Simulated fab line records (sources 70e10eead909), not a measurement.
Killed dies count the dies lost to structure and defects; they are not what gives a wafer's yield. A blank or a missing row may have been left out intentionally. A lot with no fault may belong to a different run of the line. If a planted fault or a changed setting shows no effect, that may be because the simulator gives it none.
Matching of chambers -- flow nand-harc -- cmp-02 running NHARC_P_CONTACT_CMP_01: 4 sister chambers
The step polishes SiO2, target thk 200 nm. 8 wafers are shown with their chamber, then 11 later ones without.

== WAFERS PAIRED WITH THEIR CHAMBERS ==
wafer,chamber,motor-current-A (A),retaining-ring-pressure-frac
L079.6,3,11.7,1.010
L081.4,0,11.1,0.994
L083.1,0,10.5,0.995
L084.6,2,11.3,0.997
L085.2,1,13.0,0.987
L085.4,3,11.8,0.997
L085.6,1,13.6,0.991
L087.3,2,11.7,1.000

== WAFERS WITH NO CHAMBER GIVEN ==
wafer,motor-current-A (A),retaining-ring-pressure-frac
L087.4,11.1,1.007
L087.5,11.2,1.002
L089.3,11.4,0.997
L089.4,13.3,0.995
L089.6,13.7,0.999
L094.1,11.3,0.996
L094.2,13.0,1.008
L094.3,12.5,1.001
L097.1,13.2,1.017
L097.5,11.6,0.997
L097.6,13.2,1.011

== EACH ONE'S CHAMBER ==
wafer,from the rows above,in truth
L087.4,can't be placed: 3 or 2 or 0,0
L087.5,can't be placed: 2 or 3 or 0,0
L089.3,can't be placed: 2 or 3 or 0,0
L089.4,1,1
L089.6,1,1
L094.1,can't be placed: 2 or 0 or 3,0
L094.2,can't be placed: 3 or 1 or 2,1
L094.3,can't be placed: 3 or 2 or 1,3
L097.1,can't be placed: 3 or 1 or 2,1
L097.5,can't be placed: 2 or 3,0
L097.6,can't be placed: 1 or 3 or 2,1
Correctly placed: 2 of 11. Cannot be placed on the basis of these rows: 9; the candidates contain the true chamber in 8. Wrongly placed: 0.
How it was worked out, from the rows above alone: a wafer's distance from a chamber is the root of the sum, over the readings, of the square of ((its reading less the chamber's mean) divided by the reading's scatter). The wafer belongs to the nearest chamber; if the next one is less than 2 further off, it can't be placed. The mean given for a chamber averages the wafers shown for that chamber. The scatter: the root of (the sum of the squares of (reading less its chamber's mean) over the shown wafers, divided by (wafers less chambers)).
